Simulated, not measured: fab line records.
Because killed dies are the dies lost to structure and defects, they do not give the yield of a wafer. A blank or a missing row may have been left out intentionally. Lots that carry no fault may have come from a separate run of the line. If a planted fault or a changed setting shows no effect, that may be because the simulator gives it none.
Which tool is to blame? -- flow n5-finfet -- 29 wafers from 10 lots sampled at 4 of the route's 1938 steps

WHAT EACH GAUGE READ, for each wafer
N5_BEOL_M11_CD_MEAS_35 targets a cd of 70 nm.
lot,measured,on,cd-nm (nm)
L787,day 10 18:56,cd-sem-03,70.6 70.1 69.9
L785,day 10 19:12,cd-sem-02,71.5 69.9 72.2
L789,day 11 15:36,cd-sem-01,70.6 70.4 70.7
L788,day 11 17:59,cd-sem-01,69.2 70.2 69.2
L791,day 12 10:49,cd-sem-03,71.0 70.4 70.3
L795,day 13 19:38,cd-sem-02,69.9 70.8 69.8
L800,day 15 02:16,cd-sem-02,69.5 69.0
L803,day 15 09:05,cd-sem-03,70.4 70.1 70.4
L805,day 16 01:56,cd-sem-01,70.3 69.9 70.5
L806,day 16 07:14,cd-sem-01,69.8 68.7 70.2

WHAT TOOL EACH LOT RAN ON (gives the tool, then ch and the chambers of the sampled wafers, and finally the start)
lot,N5_BEOL_M11_ETCH_61,N5_BEOL_M11_VIA_ETCH_34,N5_BEOL_M11_STRIP_36
L787,"rie-diel-05 ch 0,2, day 10 17:11","rie-diel-06 ch 1,2,3, day 10 18:30","rie-diel-06 ch 1,2,3, day 10 18:34"
L785,"rie-diel-03 ch 0,3, day 10 17:28","rie-diel-05 ch 1,2,3, day 10 18:45","rie-diel-05 ch 1,2,3, day 10 18:49"
L789,"rie-diel-03 ch 1,2,3, day 11 14:10","rie-diel-03 ch 0,1,3, day 11 15:10","rie-diel-03 ch 0,1,3, day 11 15:14"
L788,"rie-diel-05 ch 0,1,2, day 11 15:58","rie-diel-05 ch 1,2, day 11 17:33","rie-diel-05 ch 1,2, day 11 17:37"
L791,"rie-diel-03 ch 1,2,3, day 12 07:15","rie-diel-05 ch 1,2,3, day 12 10:23","rie-diel-05 ch 1,2,3, day 12 10:26"
L795,"rie-diel-03 ch 0,1, day 13 16:55","rie-diel-03 ch 1,3, day 13 19:11","rie-diel-03 ch 1,3, day 13 19:15"
L800,"rie-diel-05 ch 0,3, day 14 22:10","rie-diel-03 ch 1,2, day 15 01:50","rie-diel-03 ch 1,2, day 15 01:53"
L803,"rie-diel-05 ch 1,3, day 15 06:22","rie-diel-06 ch 1,2, day 15 08:38","rie-diel-06 ch 1,2, day 15 08:42"
L805,"rie-diel-03 ch 0,2,3, day 16 00:18","rie-diel-06 ch 0,1,3, day 16 01:31","rie-diel-06 ch 0,1,3, day 16 01:34"
L806,"rie-diel-03 ch 0,2,3, day 16 05:37","rie-diel-06 ch 0,3, day 16 06:47","rie-diel-06 ch 0,3, day 16 06:51"
- N5_BEOL_M11_ETCH_61: etches SiARC in CF4, target depth 39 nm, time 65 s.
- N5_BEOL_M11_VIA_ETCH_34: etches SiCOH lowk in C4F6/O2, target depth 184.5 nm, time 69.2 s.
- N5_BEOL_M11_STRIP_36: strips in N2/H2.

THE ANSWER, worked out from the rows above alone
Rule: what is usual is taken from the lots themselves. The widest of any qualifying gaps counts: lots, ordered by their means at a reading, are off when they make up no more than a third of the lots, leave a main group of 4 or more, and stand apart from it by 3 or more times the standard deviation of that group's means. Not used: any main group whose means are identical at the precision the tables above print for the reading. Also off: a lot with no number at a reading for which 4 or more lots have one. Where the step has rows for the other lots, those lots are counted as sound.
Nothing can be told from this: no lot is off at any reading shown.

WHAT THE SIMULATOR HAD PUT IN
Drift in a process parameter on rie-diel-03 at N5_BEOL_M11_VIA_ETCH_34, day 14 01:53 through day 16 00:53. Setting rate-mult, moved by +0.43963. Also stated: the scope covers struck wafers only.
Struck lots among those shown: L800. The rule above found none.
